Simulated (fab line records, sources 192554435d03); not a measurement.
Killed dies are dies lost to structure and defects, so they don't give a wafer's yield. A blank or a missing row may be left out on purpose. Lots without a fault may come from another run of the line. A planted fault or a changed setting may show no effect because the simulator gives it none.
Which tool did it? | flow n5_finfet | 11 lots, 33 wafers sampled, at 5 steps of a route of 1938

WHAT THE GAUGES READ, wafer by wafer
The record holds no reading of a measuring or inspecting step that can be judged against a usual standard deviation.

WHICH TOOL RAN EACH LOT (tool, then ch and the chambers of the sampled wafers, then the start)
lot  | N5_BEOL_M15_PRE_CLEAN_42     | N5_PASSIVATION_AL_DEP_21     | N5_PASSIVATION_DESCUM_32           | N5_PASSIVATION_PASS_ETCH_47        | N5_PASSIVATION_PROBE_49
L775 | pvd_sputter-01, day 11 15:16 | pvd_sputter-01, day 12 00:38 | rie_diel-03 ch 0,2, day 12 01:15   | rie_diel-03 ch 0,2,3, day 12 03:14 | -
L776 | pvd_sputter-02, day 11 16:44 | pvd_sputter-01, day 12 03:49 | rie_diel-02 ch 1,3, day 12 04:30   | rie_diel-03 ch 2,3, day 12 06:30   | -
L774 | pvd_sputter-01, day 11 21:29 | pvd_sputter-01, day 12 06:19 | rie_diel-02 ch 0,1,3, day 12 07:22 | rie_diel-02 ch 1,2, day 12 09:38   | -
L777 | pvd_sputter-01, day 12 02:50 | pvd_sputter-03, day 12 13:11 | rie_diel-04 ch 1,3, day 12 13:45   | rie_diel-03 ch 0,1,2, day 12 15:38 | prober-01, day 12 18:39
L779 | pvd_sputter-02, day 12 13:23 | pvd_sputter-02, day 13 03:21 | rie_diel-02 ch 0,3, day 13 03:55   | rie_diel-03 ch 1,2, day 13 05:48   | -
L781 | pvd_sputter-02, day 13 10:47 | pvd_sputter-02, day 13 21:23 | rie_diel-03 ch 2,3, day 13 21:58   | rie_diel-03 ch 0,2,3, day 14 00:16 | -
L789 | pvd_sputter-01, day 15 19:43 | pvd_sputter-03, day 16 07:26 | rie_diel-02 ch 0,2, day 16 08:02   | rie_diel-03 ch 0,1,3, day 16 09:55 | prober-01, day 16 12:55
L793 | pvd_sputter-03, day 15 20:28 | pvd_sputter-01, day 16 08:05 | rie_diel-03 ch 0,2,3, day 16 08:51 | rie_diel-04 ch 1,2,3, day 16 10:55 | -
L792 | pvd_sputter-01, day 16 02:49 | pvd_sputter-01, day 16 12:10 | rie_diel-02 ch 0,2, day 16 12:43   | rie_diel-02 ch 0,2, day 16 14:37   | prober-02, day 16 17:40
L794 | pvd_sputter-03, day 16 11:29 | pvd_sputter-01, day 16 22:55 | rie_diel-03 ch 2,3, day 16 23:37   | rie_diel-03 ch 1,2, day 17 01:31   | -
L795 | pvd_sputter-02, day 16 18:13 | pvd_sputter-01, day 17 06:34 | rie_diel-03 ch 0,2, day 17 07:15   | rie_diel-03 ch 1,2, day 17 09:10   | -
- N5_BEOL_M15_PRE_CLEAN_42: time 30 s.
- N5_PASSIVATION_AL_DEP_21: deposits Al, target thk 2800 nm, time 170 s.
- N5_PASSIVATION_DESCUM_32: chemistry O2, time 7.9 s.
- N5_PASSIVATION_PASS_ETCH_47: etches SiNx in CF4/O2, target depth 770 nm, time 385 s.
- N5_PASSIVATION_PROBE_49

WHAT THE TOOLS THEMSELVES READ (means of the sampled wafers that have a number; where no wafer has one, the mark that the record gives instead)
N5_BEOL_M15_PRE_CLEAN_42. Usual: heater_power_w 462 W, standard deviation 33.
lot  | tool           | heater_power_w (W) | flag
L775 | pvd_sputter-01 | 478                |
L776 | pvd_sputter-02 | 476                |
L774 | pvd_sputter-01 | 493                |
L777 | pvd_sputter-01 | 485                |
L779 | pvd_sputter-02 | 443                |
L781 | pvd_sputter-02 | 444                |
L789 | pvd_sputter-01 | 479                |
L793 | pvd_sputter-03 | 447                |
L792 | pvd_sputter-01 | 496                |
L794 | pvd_sputter-03 | 440                |
L795 | pvd_sputter-02 | 451                |

N5_PASSIVATION_AL_DEP_21. Usual: throttle_valve_pct 30.2 %, standard deviation 0.88.
lot  | tool           | throttle_valve_pct (%) | flag
L775 | pvd_sputter-01 | 30.7                   |
L776 | pvd_sputter-01 | 30.7                   |
L774 | pvd_sputter-01 | 29.5                   |
L777 | pvd_sputter-03 | 30.4                   |
L779 | pvd_sputter-02 | 30.0                   |
L781 | pvd_sputter-02 | 30.1                   |
L789 | pvd_sputter-03 | 30.8                   |
L793 | pvd_sputter-01 | 29.7                   |
L792 | pvd_sputter-01 | 29.7                   |
L794 | pvd_sputter-01 | 30.0                   |
L795 | pvd_sputter-01 | 29.6                   |

N5_PASSIVATION_DESCUM_32. Usual: drypump_motor_current_A 5.6 A, standard deviation 0.52; oes_product_au 0.80 a.u., standard deviation 0.061; rf_vpp_V 243.4 V, standard deviation 1.2; showerhead_plenum_p_Torr 2.11 Torr, standard deviation 0.069; temp_c 39.98 C, standard deviation 0.11; throttle_valve_pct 20.35 %, standard deviation 0.17.
lot  | tool        | drypump_motor_current_A (A) | oes_product_au (a.u.) | rf_vpp_V (V) | showerhead_plenum_p_Torr (Torr) | temp_c (C) | throttle_valve_pct (%) | flag
L775 | rie_diel-03 | 5.8                         | 0.84                  | 244.6        | 2.15                            | 40.05      | 20.29                  |
L776 | rie_diel-02 | 4.8                         | 0.74                  | 242.6        | 2.07                            | 39.97      | 20.38                  |
L774 | rie_diel-02 | 5.3                         | 0.80                  | 244.4        | 2.13                            | 40.03      | 20.33                  |
L777 | rie_diel-04 | 6.2                         | 0.74                  | 245.0        | 2.17                            | 39.85      | 20.60                  |
L779 | rie_diel-02 | 5.7                         | 0.81                  | 243.7        | 2.17                            | 40.01      | 20.31                  |
L781 | rie_diel-03 | 5.2                         | 0.80                  | 242.5        | 2.05                            | 39.98      | 20.28                  |
L789 | rie_diel-02 | 5.7                         | 0.82                  | 242.7        | 2.08                            | 39.92      | 20.24                  |
L793 | rie_diel-03 | 5.4                         | 0.77                  | 243.5        | 2.09                            | 39.88      | 20.40                  |
L792 | rie_diel-02 | 6.0                         | 0.82                  | 244.4        | 2.15                            | 40.03      | 20.27                  |
L794 | rie_diel-03 | 5.2                         | 0.77                  | 242.2        | 2.04                            | 40.00      | 20.32                  |
L795 | rie_diel-03 | 5.8                         | 0.79                  | 243.6        | 2.13                            | 39.95      | 20.35                  |

N5_PASSIVATION_PASS_ETCH_47. Usual: drypump_motor_current_A 5.5 A, standard deviation 0.53; oes_product_au 0.80 a.u., standard deviation 0.061; rf_vpp_V 239.8 V, standard deviation 1.8; showerhead_plenum_p_Torr 2.22 Torr, standard deviation 0.065; throttle_valve_pct 15.79 %, standard deviation 0.18.
lot  | tool        | drypump_motor_current_A (A) | oes_product_au (a.u.) | rf_vpp_V (V) | showerhead_plenum_p_Torr (Torr) | throttle_valve_pct (%) | flag
L775 | rie_diel-03 | 5.4                         | 0.80                  | 240.7        | 2.21                            | 15.81                  |
L776 | rie_diel-03 | 5.2                         | 0.83                  | 240.2        | 2.17                            | 15.72                  |
L774 | rie_diel-02 | 5.1                         | 0.81                  | 240.2        | 2.19                            | 15.68                  |
L777 | rie_diel-03 | 5.7                         | 0.85                  | 238.6        | 2.23                            | 15.66                  |
L779 | rie_diel-03 | 5.5                         | 0.86                  | 238.6        | 2.18                            | 15.59                  |
L781 | rie_diel-03 | 5.4                         | 0.78                  | 240.0        | 2.21                            | 15.82                  |
L789 | rie_diel-03 | 5.5                         | 0.76                  | 239.9        | 2.23                            | 15.89                  |
L793 | rie_diel-04 | 5.9                         | 0.74                  | 241.8        | 2.25                            | 16.05                  |
L792 | rie_diel-02 | 6.0                         | 0.82                  | 239.4        | 2.26                            | 15.73                  |
L794 | rie_diel-03 | 5.6                         | 0.82                  | 237.3        | 2.20                            | 15.68                  |
L795 | rie_diel-03 | 5.5                         | 0.82                  | 238.6        | 2.17                            | 15.66                  |

N5_PASSIVATION_PROBE_49. Usual: defect_limited_yield 91.3 %, standard deviation 1.3; killed_at_M0_to_M3 35, standard deviation 13; killed_at_M4_up 13, standard deviation 5.2; killed_at_contacts 12, standard deviation 6.2; killed_at_front_end 39, standard deviation 9.6; killed_at_other 3.1, standard deviation 2.6; killed_dies 102, standard deviation 16; killed_open 68, standard deviation 13; killed_short 33, standard deviation 6.9; sort_bin_5_function 5.1 %, standard deviation 0.87; sort_bin_6_memory 3.3 %, standard deviation 0.67; sort_n_pass 1078, standard deviation 16; sort_yield_pct 91.3 %, standard deviation 1.3.
lot  | tool      | defect_limited_yield (%) | killed_at_M0_to_M3 | killed_at_M4_up | killed_at_contacts | killed_at_front_end | killed_at_other | killed_dies | killed_open | killed_short | sort_bin_5_function (%) | sort_bin_6_memory (%) | sort_n_pass | sort_yield_pct (%) | flag
L777 | prober-01 | 92.6                     | 31                 | 10              | 6                  | 37                  | 3.7             | 87          | 51          | 35           | 4.2                     | 2.9                   | 1093        | 92.6               |
L789 | prober-01 | 85.2                     | 25                 | 97              | 11                 | 40                  | 2.0             | 174         | 54          | 28           | 9.7                     | 3.7                   | 1006        | 85.2               | OFF
L792 | prober-02 | 84.6                     | 40                 | 89              | 7                  | 42                  | 3.7             | 181         | 65          | 36           | 9.4                     | 4.4                   | 999         | 84.6               | OFF

THE ANSWER, worked out from the rows above alone
Rule: a lot is off if the mean of its wafers that have a number lies more than 3 standard deviations from the usual mean. A lot without any number at a reading at which 4 lots or more have one is off too. The other lots that the step has rows for count as sound. The gauges are gone through in route order, then the tools' own readings, and for those a lot's mean is taken as printed above. The first step at which some lot is off is used, and at that step the reading that is off furthest; a lot without a number counts as furthest.
Off: L789, L792, at N5_PASSIVATION_PROBE_49 (killed_at_M4_up). Neither off nor sound, because the step has no rows for them: L775, L776, L774, L779, L781, L793, L794, L795.
A tool fits if, at that step or a process step before it, it ran every lot that is off, and no sound lot after the first of them. Can't be told from this: 2 tools fit, pvd_sputter-01 at N5_BEOL_M15_PRE_CLEAN_42, rie_diel-02 at N5_PASSIVATION_DESCUM_32.

WHAT THE SIMULATOR HAD PUT IN
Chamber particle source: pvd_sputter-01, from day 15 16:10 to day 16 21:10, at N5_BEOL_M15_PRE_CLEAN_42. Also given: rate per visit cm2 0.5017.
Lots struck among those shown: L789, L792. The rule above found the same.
